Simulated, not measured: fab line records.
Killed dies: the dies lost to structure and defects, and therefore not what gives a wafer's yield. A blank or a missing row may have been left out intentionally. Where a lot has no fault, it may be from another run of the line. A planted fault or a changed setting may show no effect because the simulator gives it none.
A lot that was struck, set against a sound lot / flow n5Finfet / 35 out of 1938 route steps
Sound: the wafers L431.3, L431.4, L431.6. Struck: wafer L432.6 (left out: L432.4, a lot-mate that was not struck); the cause follows at the end.
Each step with rows lists, per side, the tool, then ch with its chambers, then its first start. Under that, the readings that differ: sound wafers / struck wafers / difference of the means / sigmas: that difference in standard deviations of wafers without a fault.
alike: a reading whose means differ by less than 2 such deviations, as well as words and numbers matching on both sides. not compared: withheld readings; readings where some wafer has no value; bounds like >300 that might hide an equal value; numbers whose values overlap and for which the record gives no deviation.
Wherever a step has rows on one side only, a row that says differs or no value, or a row with sigmas, the two part there. Numbers that don't overlap but have no deviation are shown without sigmas and don't part them. A reading missing from all wafers of one side parts the sides only when that side holds two or more wafers.

first, 10 steps without rows for these wafers: N5_BEOL_M11_TRENCH_ETCH_37 (etches SiCOH lowk in C4F6/O2, target depth 148.83 nm, time 48 s); N5_BEOL_M11_ETCH_41 (etches SiCN in CH3F/O2, target depth 42.6 nm, time 86 s); N5_BEOL_M11_STRIP_77 (strips in N2/H2, time 10 s); N5_BEOL_M11_HM_STRIP_39 (strips TiN in peroxide tin strip, target depth 25 nm, time 158 s); N5_BEOL_M11_SRD_40 (time 30 s); N5_BEOL_M11_PRECLEAN_42 (cleans in residue remover, time 60 s); N5_BEOL_M11_SRD_43 (time 30 s); N5_BEOL_M11_CURE_72 (cures SiCOH lowk, time 120 s); N5_BEOL_M11_DEGAS_44 (time 60 s); N5_BEOL_M11_PRE_CLEAN_45 (time 30 s).
N5_BEOL_M11_ALD_74: deposits TaN, target thk 2 nm, pulse time 2 s, purge time 3 s.
  sound on aldMetal-02 ch 0,1,3, day 12 06:22; struck on aldMetal-02 ch 3, day 12 15:42
reading=aldCycles; sound=40 40 40; struck=22; difference=-18; sigmas=
reading=model.TaN_of_BEOL_M11_ALD_74.thkNm (nm); sound=2 2 2; struck=1; difference=-1; sigmas=
  alike: heaterPowerW
then, 22 steps without rows for these wafers: N5_BEOL_M11_SURFACE_TREAT_76; N5_BEOL_M11_CVD_75 (deposits Co from CCTBA/H2, target thk 2 nm, time 138.9 s); N5_BEOL_M11_SPUTTER_48 (material Cu, target thk 12 nm, time 2 s); N5_BEOL_M11_ECD_50 (material Cu, target thk 318 nm); N5_BEOL_M11_ANNEAL_51 (time 90 s); N5_BEOL_M11_CMP_52 (polishes, stops on SiCOH lowk, t overpolish 7 s, target thk 140 nm); N5_BEOL_M11_PRE_CLEAN_55 (time 15 s); N5_BEOL_M11_DEP_56 (deposits SiCN from 3MS/NH3, target thk 30 nm, time 10.5 s); N5_BEOL_M12_ILD_DEP_00 (deposits SiOC from DEMS/O2, target thk 658.92 nm, time 130.7 s); N5_BEOL_M12_COAT_58 (time 60 s, resist thk 89 nm); N5_BEOL_M12_COAT_04 (resist thk 400 nm); N5_BEOL_M12_EBR_06; N5_BEOL_M12_SOFTBAKE_05 (time 60 s); N5_BEOL_M12_EXPOSE_07 (exposes mask V11); N5_BEOL_M12_PEB_08 (peb time 90 s); N5_BEOL_M12_DEVELOP_09 (develop time 45 s); N5_BEOL_M12_HARDBAKE_14 (time 120 s); N5_BEOL_M12_DESCUM_15 (chemistry O2, time 7.9 s); N5_BEOL_M12_ETCH_59 (etches BARC in N2/H2, target depth 89 nm, overetch 26.7 nm, time 67.9 s); N5_BEOL_M12_VIA_ETCH_16 (etches SiOC in C4F8/O2/Ar, target depth 724.8 nm); N5_BEOL_M12_STRIP_63 (strips in N2/H2); N5_BEOL_M12_STRIP_64 (strips in N2/H2).
N5_BEOL_M15_RC_MEAS_101:
  sound on prober-02 ch 0, day 13 15:22; struck on prober-01 ch 0, day 13 20:08
reading=COMB_M10 (S/m); sound=1.7e-11 1.8e-11 1.9e-11; struck=9e-12; difference=-9e-12; sigmas=-3
reading=COMB_M11 (S/m); sound=2.6e-11 1.8e-11 1.7e-11; struck=9.6e-11; difference=+7.6e-11; sigmas=+24
reading=COMB_M11_max_site (S/m); sound=3.2e-11 2.2e-11 2e-11; struck=1.36e-10; difference=+1.11e-10; sigmas=+20
reading=COMB_M12 (S/m); sound=5.3e-12 6.3e-12 7e-12; struck=3.3e-12; difference=-2.9e-12; sigmas=-2
reading=COMB_M15 (S/m); sound=2.7e-12 2.1e-12 3.1e-12; struck=1e-12; difference=-2e-12; sigmas=-3
reading=SERP_M5 (ohm/um); sound=41.0 36.2 34.1; struck=32.2; difference=-4.9; sigmas=-2
reading=SERP_M9 (ohm/um); sound=2.96 2.79 2.94; struck=3.19; difference=+0.29; sigmas=+3
  alike: COMB_M13, COMB_M14, COMB_M5, COMB_M6, COMB_M7, COMB_M8, COMB_M8_max_site, COMB_M9, SERP_M10, SERP_M11, SERP_M12, SERP_M13, SERP_M14, SERP_M6, SERP_M7, SERP_M7_max_site, SERP_M8
N5_PASSIVATION_PROBE_49:
  record: rows for the struck wafers here (prober-02, day 14 10:50), none for the sound ones

== WHERE THEY PART ==
At N5_BEOL_M15_RC_MEAS_101 first; at N5_PASSIVATION_PROBE_49 last (within this record only).

WHY: what the simulator had put in
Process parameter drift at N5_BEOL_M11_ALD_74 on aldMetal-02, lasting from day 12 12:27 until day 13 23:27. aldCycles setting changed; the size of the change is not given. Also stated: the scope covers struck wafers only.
